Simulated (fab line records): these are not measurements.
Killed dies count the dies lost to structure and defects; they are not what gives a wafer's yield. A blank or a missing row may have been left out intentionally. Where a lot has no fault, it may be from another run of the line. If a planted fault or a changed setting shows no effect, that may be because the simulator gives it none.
Tool commonality check + flow nand harc + 15 lots and 45 wafers in the sample

== THE REASON FOR OPENING IT ==
On 3 of the 15 lots, a flag is raised at NHARC_END_SORT_01 on the reading killed at array. Fault-free wafers read 56, with a standard deviation of 21.
Rule: a lot is flagged when every wafer of it that has a number lies more than 4 standard deviations from that mean, or none has a number. All remaining lots are regarded as sound.

| lot  | measured     | on        | killed at array, wafer by wafer | flag    |
|------|--------------|-----------|---------------------------------|---------|
| L164 | day 24 09:13 | prober-01 | 82 81 69                        |         |
| L162 | day 24 23:42 | prober-02 | 52 39 47                        |         |
| L168 | day 26 02:19 | prober-02 | 74 67 76                        |         |
| L165 | day 26 09:13 | prober-02 | 23 23 30                        |         |
| L169 | day 27 10:53 | prober-02 | 69 81 65                        |         |
| L170 | day 28 04:38 | prober-02 | 52 57 68                        |         |
| L171 | day 28 06:11 | prober-01 | 75 65 88                        |         |
| L172 | day 28 14:04 | prober-01 | 40 23 37                        |         |
| L173 | day 29 01:17 | prober-02 | 47 47 42                        |         |
| L174 | day 29 19:15 | prober-01 | 50 44 35                        |         |
| L176 | day 30 02:55 | prober-02 | 69 87 87                        |         |
| L181 | day 31 18:45 | prober-02 | 677 672 674                     | FLAGGED |
| L180 | day 31 19:35 | prober-01 | 673 675 671                     | FLAGGED |
| L182 | day 33 23:28 | prober-01 | 674 671 672                     | FLAGGED |
| L185 | day 34 13:49 | prober-01 | 19 26 20                        |         |
The numbers of the flagged lots are 673 on average: +617 against the usual, or +29 standard deviations.

== WHICH TOOL EACH LOT WENT THROUGH ==
The record holds 1 process step before the reading, out of a route of 1302 steps. Read each cell as the tool, then ch plus the chambers that the sampled wafers visited, then the start.
| lot  | flag    | NHARC_A_ONON_D2_DEP_28           |
|------|---------|----------------------------------|
| L164 |         | pecvd onon-03 ch 0, day 13 10:31 |
| L162 |         | pecvd onon-01 ch 0, day 13 10:34 |
| L168 |         | pecvd onon-03 ch 0, day 15 03:40 |
| L165 |         | pecvd onon-02 ch 0, day 14 07:59 |
| L169 |         | pecvd onon-03 ch 0, day 16 06:15 |
| L170 |         | pecvd onon-03 ch 0, day 16 12:46 |
| L171 |         | pecvd onon-01 ch 0, day 16 13:09 |
| L172 |         | pecvd onon-02 ch 0, day 17 05:19 |
| L173 |         | pecvd onon-01 ch 0, day 17 05:19 |
| L174 |         | pecvd onon-01 ch 0, day 17 23:43 |
| L176 |         | pecvd onon-03 ch 0, day 18 16:25 |
| L181 | FLAGGED | pecvd onon-03, day 20 11:07      |
| L180 | FLAGGED | pecvd onon-01, day 20 11:13      |
| L182 | FLAGGED | pecvd onon-02, day 21 10:53      |
| L185 |         | pecvd onon-01 ch 0, day 22 21:44 |
What the steps here do:
- NHARC_A_ONON_D2_DEP_28: target thk 1000 nm.
- NHARC_END_SORT_01

== FLAGGED AGAINST TOTAL, ONE TOOL AT A TIME (gauges that did the reading follow at the end) ==
| step                   | tool          | lots run | flagged | share of the flagged lots | sound lots run after its first flagged lot |
|------------------------|---------------|----------|---------|---------------------------|--------------------------------------------|
| NHARC_A_ONON_D2_DEP_28 | pecvd onon-01 | 6        | 1       | some                      | 1 (L185)                                   |
| NHARC_A_ONON_D2_DEP_28 | pecvd onon-02 | 3        | 1       | some                      | 0                                          |
| NHARC_A_ONON_D2_DEP_28 | pecvd onon-03 | 6        | 1       | some                      | 0                                          |
| NHARC_END_SORT_01      | prober-01     | 7        | 2       | some                      | 1 (L185)                                   |
| NHARC_END_SORT_01      | prober-02     | 8        | 1       | some                      | 0                                          |

== THE TABLE: WHAT IT ALLOWS ==
No row of the table ran every flagged lot.

== WHAT THE SIMULATOR HAD PUT IN ==
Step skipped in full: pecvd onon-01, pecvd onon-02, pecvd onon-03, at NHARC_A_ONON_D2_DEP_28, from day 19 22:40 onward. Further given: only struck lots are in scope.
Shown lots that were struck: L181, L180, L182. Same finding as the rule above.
